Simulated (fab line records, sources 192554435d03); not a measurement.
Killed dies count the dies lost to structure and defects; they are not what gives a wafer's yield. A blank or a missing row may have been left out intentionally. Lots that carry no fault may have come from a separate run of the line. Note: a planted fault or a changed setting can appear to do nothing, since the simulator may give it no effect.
Split-lot study / flow n5-finfet / 21 wafers read across 7 lots, on a route 1938 steps long

== ABOUT THE SPLIT ==
At N5_BEOL_M15_PEB_26 (peb time 90 s), the setting peb-time-s was moved away from the recipe's 90 s on 8 of the 21 wafers read, by -7.4% to +22.2%. All remaining wafers had this setting at the recipe value.

== FROM THE SPLIT TO THE READING: what the file shows between them, 2 steps ==
- N5_BEOL_M15_DEVELOP_27: develop time 45 s
- N5_BEOL_M15_HARDBAKE_32: time 120 s

== THE READING ==
cd-nm (nm) at N5_BEOL_M15_CD_MEAS_28, where the cd target is 407.6 nm. A value of 406.9 nm with a standard deviation of 2 nm is what fault-free wafers of this fab line usually give.

wafer=L079.1; tool, chamber at the split=litho-track-01, 0; peb-time-s as run, s=90; against the recipe=recipe; cd-nm, nm=404.8; against lot-mates on the recipe=-
wafer=L079.3; tool, chamber at the split=litho-track-01, 0; peb-time-s as run, s=90; against the recipe=recipe; cd-nm, nm=404.0; against lot-mates on the recipe=-
wafer=L079.4; tool, chamber at the split=litho-track-01, 0; peb-time-s as run, s=90; against the recipe=recipe; cd-nm, nm=402.6; against lot-mates on the recipe=-
wafer=L077.1; tool, chamber at the split=litho-track-02, 0; peb-time-s as run, s=90; against the recipe=recipe; cd-nm, nm=403.8; against lot-mates on the recipe=-
wafer=L077.2; tool, chamber at the split=litho-track-02, 0; peb-time-s as run, s=90; against the recipe=recipe; cd-nm, nm=400.8; against lot-mates on the recipe=-
wafer=L077.4; tool, chamber at the split=litho-track-02, 0; peb-time-s as run, s=107.7; against the recipe=+19.7%; cd-nm, nm=408.1; against lot-mates on the recipe=+5.8
wafer=L087.1; tool, chamber at the split=litho-track-02, 0; peb-time-s as run, s=110; against the recipe=+22.2%; cd-nm, nm=414.6; against lot-mates on the recipe=+5.2
wafer=L087.2; tool, chamber at the split=litho-track-02, 0; peb-time-s as run, s=90; against the recipe=recipe; cd-nm, nm=409.4; against lot-mates on the recipe=-
wafer=L087.4; tool, chamber at the split=litho-track-02, 0; peb-time-s as run, s=110; against the recipe=+22.2%; cd-nm, nm=414.4; against lot-mates on the recipe=+5.0
wafer=L089.2; tool, chamber at the split=litho-track-05, 0; peb-time-s as run, s=90; against the recipe=recipe; cd-nm, nm=410.0; against lot-mates on the recipe=-
wafer=L089.3; tool, chamber at the split=litho-track-05, 0; peb-time-s as run, s=90; against the recipe=recipe; cd-nm, nm=407.8; against lot-mates on the recipe=-
wafer=L089.6; tool, chamber at the split=litho-track-05, 0; peb-time-s as run, s=90; against the recipe=recipe; cd-nm, nm=409.2; against lot-mates on the recipe=-
wafer=L093.3; tool, chamber at the split=litho-track-05, 0; peb-time-s as run, s=90; against the recipe=recipe; cd-nm, nm=408.7; against lot-mates on the recipe=-
wafer=L093.5; tool, chamber at the split=litho-track-05, 0; peb-time-s as run, s=83.36; against the recipe=-7.4%; cd-nm, nm=405.4; against lot-mates on the recipe=-3.3
wafer=L093.6; tool, chamber at the split=litho-track-05, 0; peb-time-s as run, s=83.36; against the recipe=-7.4%; cd-nm, nm=403.2; against lot-mates on the recipe=-5.5
wafer=L092.2; tool, chamber at the split=litho-track-02, 0; peb-time-s as run, s=95.93; against the recipe=+6.6%; cd-nm, nm=408.2; against lot-mates on the recipe=+2.1
wafer=L092.4; tool, chamber at the split=litho-track-02, 0; peb-time-s as run, s=95.93; against the recipe=+6.6%; cd-nm, nm=409.0; against lot-mates on the recipe=+2.9
wafer=L092.5; tool, chamber at the split=litho-track-02, 0; peb-time-s as run, s=90; against the recipe=recipe; cd-nm, nm=406.1; against lot-mates on the recipe=-
wafer=L096.3; tool, chamber at the split=litho-track-01, 0; peb-time-s as run, s=90; against the recipe=recipe; cd-nm, nm=406.6; against lot-mates on the recipe=-
wafer=L096.4; tool, chamber at the split=litho-track-01, 0; peb-time-s as run, s=98.99; against the recipe=+10.0%; cd-nm, nm=408.2; against lot-mates on the recipe=+3.1
wafer=L096.6; tool, chamber at the split=litho-track-01, 0; peb-time-s as run, s=90; against the recipe=recipe; cd-nm, nm=403.7; against lot-mates on the recipe=-

THE FIT
A straight line over all 21 wafers: cd-nm changes by +0.298 nm for each +1% of peb-time-s; r = +0.70; the points scatter about the line by 2.6 nm.
The same after taking each lot's own level away (the mean of its wafers on the recipe; 21 wafers): +0.293 nm for each +1%; r = +0.90; scatter 1.2 nm.
Per that fit: largest peb-time-s move, reading shift of 6.5 nm.
Across the lots, their own levels run from 402.30 to 409.40 nm, a range of 3.5 times the standard deviation given above.
So the lot-to-lot level blurs the effect unless lot-mates are compared.
Check: +6.67 nm against its lot-mates is what the line predicts for one of the wafers moved furthest among these (+22.2%) when that wafer is left out of the fit. Against them it came out at +5.2 nm.

== FURTHER SPLITS ON THESE WAFERS ==
Before the reading, these wafers also passed through other splits. Each is held against what the fit with the lots' levels taken away leaves over:
other split on the same wafers=N5_BEOL_M15_COAT_04 spin-rpm; wafers away from the commonest value=9; r with cd-nm (lot level and that fit taken away)=-0.07

== FILE'S OWN FIT ==
cd-nm changes by +0.285 nm for each +1% of peb-time-s, r = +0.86.
